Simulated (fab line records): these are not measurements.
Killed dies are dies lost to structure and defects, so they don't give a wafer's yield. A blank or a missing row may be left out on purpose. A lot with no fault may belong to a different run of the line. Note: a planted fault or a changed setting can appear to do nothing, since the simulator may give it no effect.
Comparing a struck lot with a sound one    flow n5-finfet    21 steps out of a route of 1938
Sound: wafers L823.1, L823.4, L823.6. Wafers L824.1, L824.4, L824.5 were the ones struck. The cause comes at the end.
Per side, at each step with rows, come the tool, then ch with its chambers, and then its first start. Under that, the readings that differ: sound wafers    struck wafers    difference of the means    sigmas: that difference in standard deviations of wafers without a fault.
alike: readings whose means differ by less than 2 such deviations, and words and numbers that are the same on both sides. not compared: withheld readings, readings that some wafer has no value for, bounds like >300 that may hide the same value, and numbers for which the record gives no deviation and whose values overlap.
A row with sigmas, a row that says differs or no value, or rows on one side alone: a step with any of these is where the two part. When numbers do not overlap yet have no deviation, they are printed without sigmas and do not part them. Lack of a reading on every wafer of one side parts them only where that side has two or more wafers.

first, 9 steps without rows for these wafers: N5_BEOL_M3_CO_CAP_55 (material Co, precursor CCTBA/H2, target thk 2 nm, time 102.1 s); N5_BEOL_M3_PRE_CLEAN_56 (time 15 s); N5_BEOL_M3_DEP_57 (deposits SiCN from 3MS/NH3, target thk 8 nm, time 14 s); N5_BEOL_M4_ILD_DEP_00 (deposits SiOC from DEMS/O2, target thk 79 nm, time 15.3 s); N5_BEOL_M4_PECVD_72 (deposits SiO2 from TEOS/O2, target thk 16 nm, time 18 s); N5_BEOL_M4_HM_DEP_02 (deposits TiN, target thk 20 nm); N5_BEOL_M4_COAT_61 (time 60 s, resist thk 60 nm); N5_BEOL_M4_COAT_62 (time 60 s, resist thk 12 nm); N5_BEOL_M4_COAT_73 (time 60 s, resist thk 5 nm).
N5_BEOL_M4_COAT_05: resist thk 30 nm.
  sound on litho-track-03 ch 0, day 10 14:10; struck on litho-track-03 ch 0, day 10 16:31
reading                                       sound                 struck                difference  sigmas
spin-speed-rpm (rpm)                          1499.6 1500.4 1499.7  1815.2 1814.8 1815.8  +315.4      +99 or more
model.CAR-EUV_of_BEOL_M4_COAT_05.thk-nm (nm)  30 30 30              27.4 27.4 27.4        -2.6        
  alike: chill-plate-temp-C, resist-line-temp-C
then, 7 steps without rows for these wafers: N5_BEOL_M4_EBR_07; N5_BEOL_M4_SOFTBAKE_06 (time 60 s); N5_BEOL_M4_EXPOSE_08 (exposes mask M4); N5_BEOL_M4_PEB_09 (peb time 60 s); N5_BEOL_M4_DEVELOP_10 (develop time 30 s); N5_BEOL_M4_DESCUM_16 (chemistry O2, time 7 s); N5_BEOL_M4_ETCH_74 (etches underlayer in N2/H2, target depth 6.5 nm, time 5.2 s).
N5_BEOL_M4_ETCH_63: etches SiARC in CF4, target depth 15.6 nm, time 26 s.
  sound on rie-diel-06 ch 0,1, day 10 14:36; struck on rie-diel-06 ch 0,2, day 10 17:05
reading                                       sound           struck       difference  sigmas
model.CAR-EUV_of_BEOL_M4_COAT_05.thk-nm (nm)  11.2 11.2 11.2  8.6 8.6 8.6  -2.6        
  alike: chamber-pressure-mTorr, drypump-motor-current-A, etch-rf-on-time-s, oes-product-au, rf-vpp-V, showerhead-plenum-p-Torr, throttle-valve-pct
  not compared: rf-hours-counter-h
then, 1 step without rows for these wafers: N5_BEOL_M4_ETCH_64 (etches SOC in N2/H2, target depth 75 nm, overetch 22.5 nm, time 121.9 s).
N5_BEOL_M4_RC_MEAS_101:
  sound on prober-02 ch 0, day 10 20:55; struck on prober-02 ch 0, day 11 00:56
  alike: DIBL_N, DIBL_P, IOFF_N, IOFF_P, ION_N, ION_P, SS_N, SS_P, VT_N, VT_P
-- the record jumps here: 4 days lie between the struck wafers' starts before and after (it left off in module BEOL_M4 and takes up again in module PASSIVATION, whose first step shown is number 1936 of the route) --
N5_PASSIVATION_PROBE_49:
  sound on prober-01, day 14 20:33; struck on prober-02, day 15 09:16
  alike: defect-limited-yield, killed_at_M0_to_M3, killed_at_M4_up, killed-at-contacts, killed-at-front-end, killed-at-other, killed-dies, killed-on-rim, killed-open, killed-short, sort_bin_5_function, sort_bin_6_memory, sort-n-pass, sort-yield-pct

WHERE THEY PART
At N5_BEOL_M4_COAT_05 and nowhere else, as far as this record goes. Later steps at which nothing parts them and some readings are alike: N5_BEOL_M4_ETCH_63, N5_BEOL_M4_RC_MEAS_101, N5_PASSIVATION_PROBE_49.

WHY: the cause the simulator had injected
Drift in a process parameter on litho-track-03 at N5_BEOL_M4_COAT_05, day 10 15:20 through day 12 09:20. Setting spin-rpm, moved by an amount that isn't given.
